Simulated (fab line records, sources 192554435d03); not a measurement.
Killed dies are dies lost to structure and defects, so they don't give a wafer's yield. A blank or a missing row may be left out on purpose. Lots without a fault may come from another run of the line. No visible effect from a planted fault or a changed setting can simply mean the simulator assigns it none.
Chamber matching || flow n5 finfet || N5_BEOL_M11_STRIP_67 on rie diel-06 has 4 sister chambers
The step strips in CF4. 8 wafers are shown with their chamber, then 9 later ones without.

## WAFERS, EACH WITH ITS CHAMBER
{"wafer": "L076.4", "chamber": 3, "throttle valve pct (%)": 13.62, "showerhead plenum p Torr (Torr)": 1.69}
{"wafer": "L082.5", "chamber": 1, "throttle valve pct (%)": 13.72, "showerhead plenum p Torr (Torr)": 1.73}
{"wafer": "L082.6", "chamber": 2, "throttle valve pct (%)": 13.68, "showerhead plenum p Torr (Torr)": 1.72}
{"wafer": "L084.5", "chamber": 0, "throttle valve pct (%)": 13.95, "showerhead plenum p Torr (Torr)": 1.78}
{"wafer": "L084.6", "chamber": 3, "throttle valve pct (%)": 13.07, "showerhead plenum p Torr (Torr)": 1.90}
{"wafer": "L086.1", "chamber": 2, "throttle valve pct (%)": 13.72, "showerhead plenum p Torr (Torr)": 1.72}
{"wafer": "L086.5", "chamber": 1, "throttle valve pct (%)": 13.73, "showerhead plenum p Torr (Torr)": 1.72}
{"wafer": "L086.6", "chamber": 0, "throttle valve pct (%)": 13.93, "showerhead plenum p Torr (Torr)": 1.78}

## WAFERS WHOSE CHAMBER IS MISSING
{"wafer": "L088.1", "throttle valve pct (%)": 13.74, "showerhead plenum p Torr (Torr)": 1.72}
{"wafer": "L088.3", "throttle valve pct (%)": 13.72, "showerhead plenum p Torr (Torr)": 1.72}
{"wafer": "L088.5", "throttle valve pct (%)": 13.09, "showerhead plenum p Torr (Torr)": 1.90}
{"wafer": "L090.2", "throttle valve pct (%)": 13.10, "showerhead plenum p Torr (Torr)": 1.90}
{"wafer": "L090.3", "throttle valve pct (%)": 13.73, "showerhead plenum p Torr (Torr)": 1.72}
{"wafer": "L090.4", "throttle valve pct (%)": 13.99, "showerhead plenum p Torr (Torr)": 1.78}
{"wafer": "L093.1", "throttle valve pct (%)": 13.98, "showerhead plenum p Torr (Torr)": 1.78}
{"wafer": "L093.2", "throttle valve pct (%)": 13.73, "showerhead plenum p Torr (Torr)": 1.72}
{"wafer": "L093.5", "throttle valve pct (%)": 13.98, "showerhead plenum p Torr (Torr)": 1.78}

## EACH ONE'S CHAMBER
{"wafer": "L088.1", "from the rows above": "can't be placed: 1 or 2 or 0", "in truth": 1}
{"wafer": "L088.3", "from the rows above": "can't be placed: 1 or 2 or 0", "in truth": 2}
{"wafer": "L088.5", "from the rows above": 3, "in truth": 3}
{"wafer": "L090.2", "from the rows above": 3, "in truth": 3}
{"wafer": "L090.3", "from the rows above": "can't be placed: 1 or 2 or 0", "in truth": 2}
{"wafer": "L090.4", "from the rows above": "can't be placed: 0 or 1 or 2", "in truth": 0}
{"wafer": "L093.1", "from the rows above": "can't be placed: 0 or 1 or 2", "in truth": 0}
{"wafer": "L093.2", "from the rows above": "can't be placed: 1 or 2 or 0", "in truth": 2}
{"wafer": "L093.5", "from the rows above": "can't be placed: 0 or 1 or 2", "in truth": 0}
Correct placement for 2 of the 9. From these rows, 7 cannot be placed; in 7 the true chamber is one of the candidates. 0 placed wrongly.
How it was worked out, from the rows above alone: a wafer's distance from a chamber is the root of the sum, over the readings, of the square of ((its reading less the chamber's mean) divided by the reading's scatter). The wafer belongs to the nearest chamber; if the next one is less than 2 further off, it can't be placed. A chamber's mean is the mean of its shown wafers. How the scatter is found: for the shown wafers, subtract from each reading the mean of its chamber, square and add these, divide the total by (wafers less chambers), then take the root.
